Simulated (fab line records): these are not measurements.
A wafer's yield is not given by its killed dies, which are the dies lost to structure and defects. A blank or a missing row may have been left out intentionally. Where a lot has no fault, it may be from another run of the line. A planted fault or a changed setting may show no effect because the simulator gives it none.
Struck lot and sound lot, side by side -- flow n5Finfet -- 40 steps out of a route of 1938
Sound: these wafers, L345.1, L345.5, L345.6. Struck: wafers L348.1, L348.3, L348.6. The cause is named last.
At each step with rows: each side's tool, then ch and its chambers, then its first start. Under that, the readings that differ: sound wafers -- struck wafers -- difference of the means -- sigmas: that difference in standard deviations of wafers without a fault.
alike: readings whose means differ by less than 2 such deviations, and words and numbers that are the same on both sides. not compared: withheld readings, readings that some wafer has no value for, bounds like >300 that may hide the same value, and numbers for which the record gives no deviation and whose values overlap.
A row with sigmas, a row that says differs or no value, or rows on one side alone: a step with any of these is where the two part. When numbers do not overlap yet have no deviation, they are printed without sigmas and do not part them. Lack of a reading on every wafer of one side parts them only where that side has two or more wafers.

first, 12 steps without rows for these wafers: N5_HKMG_FIN_ETCH_54 (etches SiARC in CF4, target depth 45.5 nm, time 75.8 s); N5_HKMG_FIN_ETCH_55 (etches SOC in N2/H2, target depth 240 nm, time 300 s); N5_HKMG_FIN_STRIP_56 (strips in N2/H2); N5_HKMG_FIN_STRIP_57 (strips in CF4); N5_HKMG_FIN_ETCH_58 (etches SOC in N2/H2, target depth 215.8 nm, time 741 s); N5_HKMG_FIN_STRIP_93 (strips SOC in N2/H2, time 20 s); N5_HKMG_FIN_WET_ETCH_76 (etches Al2O3 in dNH4OH, stops on La2O3, target depth 2.25 nm, rinse time 30 s); N5_HKMG_FIN_STRIP_60 (strips in N2/H2, time 360 s); N5_HKMG_FIN_WET_ETCH_77 (etches La2O3 in dHCl, stops on HfO2, target depth 2 nm); N5_HKMG_FIN_WET_ETCH_78 (etches Al2O3 in dNH4OH, stops on La2O3, target depth 4.5 nm, rinse time 30 s); N5_HKMG_FIN_ALD_79 (deposits TiN, target thk 1.5 nm, pulse time 1 s, purge time 3 s); N5_HKMG_FIN_CVD_62 (deposits a-Si from Si2H6, target thk 3 nm, time 20.8 s).
N5_HKMG_FIN_RTA_80: time 2 s.
  sound on rtpAnneal-01 ch 0, day 4 05:40; struck on rtpAnneal-01 ch 0, day 5 02:33
then, 25 steps without rows for these wafers: N5_HKMG_FIN_PRECLEAN_64 (cleans in dHF, time 30 s); N5_HKMG_FIN_WET_ETCH_65 (etches a-Si in TMAH, stops on TiN, time 49 s, target depth 3 nm); N5_HKMG_FIN_WET_ETCH_81 (etches TiN in SC1, stops on HfO2, time 57 s, target depth 6 nm); N5_HKMG_FIN_WET_ETCH_82 (etches La2O3 in dHCl, stops on HfO2, target depth 2 nm, rinse time 30 s); N5_HKMG_FIN_ALD_36 (deposits TiN, target thk 1 nm, pulse time 1 s, purge time 3 s); N5_HKMG_FIN_PWFM_ALD_03 (deposits TiN, target thk 2 nm, pulse time 1 s, purge time 3 s); N5_HKMG_FIN_COAT_29 (time 60 s, resist thk 300 nm); N5_HKMG_FIN_COAT_30 (time 60 s, resist thk 35 nm); N5_HKMG_FIN_COAT_06 (resist thk 90 nm); N5_HKMG_FIN_EBR_08; N5_HKMG_FIN_SOFTBAKE_07 (time 60 s); N5_HKMG_FIN_EXPOSE_09 (exposes mask NWFM); N5_HKMG_FIN_PEB_10 (peb time 60 s); N5_HKMG_FIN_DEVELOP_11 (develop time 30 s); N5_HKMG_FIN_DESCUM_17 (chemistry O2, time 7.9 s); N5_HKMG_FIN_ETCH_31 (etches SiARC in CF4, target depth 45.5 nm, time 75.8 s); N5_HKMG_FIN_ETCH_32 (etches SOC in N2/H2, target depth 240 nm, time 300 s); N5_HKMG_FIN_STRIP_33 (strips in N2/H2); N5_HKMG_FIN_STRIP_34 (strips in CF4); N5_HKMG_FIN_ETCH_35 (etches SOC in N2/H2, target depth 215.8 nm, time 243.4 s); N5_HKMG_FIN_STRIP_92 (strips SOC in N2/H2, time 20 s); N5_HKMG_FIN_WET_ETCH_18 (etches TiN in SC1, time 55 s, target depth 5.2 nm, rinse time 30 s); N5_HKMG_FIN_STRIP_19 (strips in N2/H2, time 360 s); N5_HKMG_FIN_ALD_91 (deposits TiN, target thk 1 nm, pulse time 1 s, purge time 3 s); N5_HKMG_FIN_COAT_85 (time 60 s, resist thk 300 nm).
-- a jump in the record: the struck wafers' starts before and after are 8 days apart (it breaks off in module HKMG_FIN and resumes in module BEOL_M4, where the first step shown is number 1111 of the route) --
N5_BEOL_M4_RC_MEAS_101:
  sound on prober-01 ch 0, day 12 07:42; struck on prober-02 ch 0, day 12 16:43
reading,sound,struck,difference,sigmas
IOFF_P_LIN (nA/um),0.120 0.101 0.089,0.131 0.139 0.143,+0.034,+2
IOFF_P_LONG (nA/um),0.000113 0.000116 0.00011,0.000164 0.000149 0.00015,+0.000041,+5
VT_N_LVT (mV),96 103 105,116 114 113,+13,+3
VT_P (mV),-246 -248 -251,-241 -241 -237,+9,+3
VT_P_LONG (mV),-273 -274 -273,-259 -259 -260,+14,+5
  alike: DIBL_N, DIBL_P, IOFF_N, IOFF_P, ION_N, ION_P, SS_N, SS_P, VT_N
-- here the record skips 4 days between the struck wafers' starts before and after, leaving off in module BEOL_M4 and picking up in module PASSIVATION (first step shown: number 1936 of the route) --
N5_PASSIVATION_PROBE_49:
  the record has rows for the struck wafers here (prober-01, day 16 16:52) and none for the sound ones

## WHERE THEY PART
Last at N5_PASSIVATION_PROBE_49 as far as this record goes, first at N5_BEOL_M4_RC_MEAS_101.

WHY: the cause the simulator had injected
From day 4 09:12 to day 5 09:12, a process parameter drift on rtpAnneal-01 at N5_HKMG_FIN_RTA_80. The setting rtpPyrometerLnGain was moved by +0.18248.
